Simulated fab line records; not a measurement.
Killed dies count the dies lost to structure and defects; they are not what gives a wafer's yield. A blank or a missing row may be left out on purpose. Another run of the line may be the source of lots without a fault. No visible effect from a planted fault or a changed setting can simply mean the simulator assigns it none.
Split-lot experiment ; flow n5_finfet ; 21 wafers read across 7 lots, on a route 1938 steps long

ABOUT THE SPLIT
At N5_BEOL_M1_DESCUM_33 (chemistry O2, time 7 s), the setting time_s was moved away from the recipe's 7 s on 6 of the 21 wafers read, by -13.2% to +11.2%. The other wafers ran this setting at the recipe's value.

FROM THE SPLIT TO THE READING: what the file shows between them, 3 steps
- N5_BEOL_M1_ETCH_77: etches underlayer in N2/H2, target depth 6.5 nm, time 5.2 s
- N5_BEOL_M1_ETCH_69: etches SiARC in CF4, target depth 15.6 nm, time 26 s
- N5_BEOL_M1_ALD_98: deposits SiO2, target thk 2.5 nm, pulse time 1 s, co reactant pulse time 1 s

THE READING
CAR-EUV_of_BEOL_M1_COAT_22.thk_nm (the simulator's own value, which no gauge read), in nm, at N5_BEOL_M1_ETCHBACK_99 (etches SiO2 in CHF3, target depth 5 nm, time 10.4 s). The file does not state a usual value for it. Average 10.3 nm, standard deviation 0.11 nm, over the 15 wafers here run with the recipe.

wafer;tool, chamber at the split;time_s as run, s;against the recipe;CAR-EUV_of_BEOL_M1_COAT_22.thk_nm, nm;against lot-mates on the recipe
L076.1;rie_diel-05, 3,1;7;recipe;10.2;-
L076.6;rie_diel-05, 0;7;recipe;10.2;-
L076.3;rie_diel-05, 3,1;7;recipe;10.4;-
L082.2;rie_diel-05, 0,3;7;recipe;10.4;-
L082.4;rie_diel-05, 0,3;7;recipe;10.4;-
L082.5;rie_diel-05, 3;6.42;-8.3%;10.6;+0.2
L088.1;rie_diel-02, 1;7;recipe;10.2;-
L088.3;rie_diel-02, 3,2;7;recipe;10.2;-
L088.4;rie_diel-02, 3,2;7;recipe;10.4;-
L090.1;rie_diel-05, 1;7;recipe;10.6;-
L090.2;rie_diel-05, 0;7.782;+11.2%;10;-0.5
L090.3;rie_diel-05, 3;7;recipe;10.4;-
L091.3;rie_diel-02, 3;7;recipe;10.4;-
L091.4;rie_diel-02, 2;6.079;-13.2%;11;+0.6
L091.6;rie_diel-02, 2;6.079;-13.2%;11;+0.6
L092.1;rie_diel-02, 1;7.435;+6.2%;10.2;+0.0
L092.4;rie_diel-02, 2;7.435;+6.2%;10.2;+0.0
L092.3;rie_diel-02, 3;7;recipe;10.2;-
L096.2;rie_diel-05, 3,0,0;7;recipe;10.4;-
L096.3;rie_diel-05, 3,0,0;7;recipe;10.4;-
L096.5;rie_diel-05, 3,0,0;7;recipe;10.4;-
The file does not say which wafer passed through which chamber wherever a row lists several chambers: such a row stands for several wafers.

THE FIT
A straight line over all 21 wafers: CAR-EUV_of_BEOL_M1_COAT_22.thk_nm changes by -0.0401 nm for each +1% of time_s; r = -0.89; the points scatter about the line by 0.12 nm.
The same after taking each lot's own level away (the mean of its wafers on the recipe; 21 wafers): -0.0369 nm for each +1%; r = -0.89; scatter 0.11 nm.
That fit puts the effect of the largest move of time_s on the reading at 0.49 nm.
From 10.20 to 10.50 nm: that is the span of the lots' own levels, equal to 2.6 times the standard deviation above.
Hence the lot-to-lot level has little effect on the slope; both slopes agree.
Check: for one of the wafers moved furthest among these (-13.2%), held out of the fit, the line's prediction against its lot-mates is +0.469 nm. It came out at +0.6 nm against them.

THE WHOLE CHAIN: every reading that the file lists as answering this split, in the file's order
step;what it does;reading;change (the file's fit);r (the file's)
N5_BEOL_M1_DESCUM_33;chemistry O2, time 7 s;CAR-EUV_of_BEOL_M1_COAT_22.thk_nm (the simulator's own value, which no gauge read);-0.0493 nm for each +1% of the setting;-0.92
N5_BEOL_M1_ETCH_77;etches underlayer in N2/H2, target depth 6.5 nm, time 5.2 s;CAR-EUV_of_BEOL_M1_COAT_22.thk_nm (the simulator's own value, which no gauge read);-0.0389 nm for each +1% of the setting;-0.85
N5_BEOL_M1_ETCHBACK_99;etches SiO2 in CHF3, target depth 5 nm, time 10.4 s;CAR-EUV_of_BEOL_M1_COAT_22.thk_nm (the simulator's own value, which no gauge read);-0.0374 nm for each +1% of the setting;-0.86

FILE'S OWN FIT
CAR-EUV_of_BEOL_M1_COAT_22.thk_nm changes by -0.0374 nm for each +1% of time_s, r = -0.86.
